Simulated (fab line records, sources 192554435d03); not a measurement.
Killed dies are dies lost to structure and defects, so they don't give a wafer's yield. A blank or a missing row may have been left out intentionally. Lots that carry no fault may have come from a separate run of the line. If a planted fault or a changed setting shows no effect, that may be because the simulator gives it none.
Split-lot trial -- flow n5 finfet -- 21 wafers read across 7 lots, on a route 1938 steps long

THE SPLIT
At N5_PASSIVATION_PECVD_35 (deposits SiNx from SiH4/NH3/N2, target thk 700 nm, time 151.3 s), the setting time s was moved away from the recipe's 151.3 s on 6 of the 21 wafers read, by -13.8% to +7.2%. This setting was run at the recipe's value on the other wafers.

The reading comes from the split's own step.

THE READING
SiNx_of_PASSIVATION_PECVD_35.thk nm (the simulator's own value, which no gauge read), in nm, at N5_PASSIVATION_PECVD_35 (deposits SiNx from SiH4/NH3/N2, target thk 700 nm, time 151.3 s). The file gives no usual value for it. Average 701.5 nm, standard deviation 7.9 nm, over the 15 wafers here run with the recipe.

wafer,"tool, chamber at the split","time s as run, s",against the recipe,"SiNx_of_PASSIVATION_PECVD_35.thk nm, nm",against lot-mates on the recipe
L076.3,"pecvd-02, 2",151.3,recipe,697.2,-
L076.4,"pecvd-02, 1",151.3,recipe,714.4,-
L076.5,"pecvd-02, 2",158,+4.4%,740,+34.2
L077.1,"pecvd-03, 2",151.3,recipe,684.2,-
L077.3,"pecvd-03, 0",151.3,recipe,706,-
L077.4,"pecvd-03, 1",151.3,recipe,703.8,-
L078.1,"pecvd-02, 0",162.2,+7.2%,734.2,+30.2
L078.4,"pecvd-02, 0",151.3,recipe,704,-
L078.6,"pecvd-02, 2",162.2,+7.2%,753.2,+49.2
L079.1,"pecvd-02, 2",151.3,recipe,700.4,-
L079.2,"pecvd-02, 1",151.3,recipe,702.6,-
L079.3,"pecvd-02, 2",151.3,recipe,712.2,-
L085.1,"pecvd-02, 2",151.3,recipe,695,-
L085.3,"pecvd-02, 0",151.3,recipe,694.4,-
L085.4,"pecvd-02, 0",139.5,-7.8%,649.6,-45.1
L083.3,"pecvd-03, 0",151.3,recipe,694,-
L083.5,"pecvd-03, 0",151.3,recipe,707.4,-
L083.6,"pecvd-03, 2",151.3,recipe,695.6,-
L092.2,"pecvd-03, 1",130.4,-13.8%,590.4,-120.8
L092.4,"pecvd-03, 0",151.3,recipe,711.2,-
L092.5,"pecvd-03, 1",130.4,-13.8%,593.8,-117.4

THE FIT
A straight line over all 21 wafers: SiNx_of_PASSIVATION_PECVD_35.thk nm changes by +7.4 nm for each +1% of time s; r = +0.98; the points scatter about the line by 8.9 nm.
The same after taking each lot's own level away (the mean of its wafers on the recipe; 21 wafers): +7.66 nm for each +1%; r = +0.97; scatter 9.6 nm.
Per that fit: largest time s move, reading shift of 1.1e+02 nm.
The span of the lots' own levels, 694.70 to 711.20 nm, comes to 2.1 times the standard deviation stated above.
The two slopes agree, so the slope changes little with the lot-to-lot level.
Check: with one of the wafers moved furthest among these (-13.8%) left out of the fit, the line predicts -101 nm for it against its lot-mates. Against them it came out at -121 nm.

THE WHOLE CHAIN: every reading that the file lists as answering this split, in the file's order
step,what it does,reading,change (the file's fit),r (the file's)
N5_PASSIVATION_PECVD_35,"deposits SiNx from SiH4/NH3/N2, target thk 700 nm, time 151.3 s","SiNx_of_PASSIVATION_PECVD_35.thk nm (the simulator's own value, which no gauge read)",+7.53 nm for each +1% of the setting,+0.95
N5_PASSIVATION_PROBE_49,,killed at other,"not straight: 4 at the lowest setting, 104.4 at the recipe, 193.5 at the highest",not given

FILE'S OWN FIT
SiNx_of_PASSIVATION_PECVD_35.thk nm changes by +7.53 nm for each +1% of time s, r = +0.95.
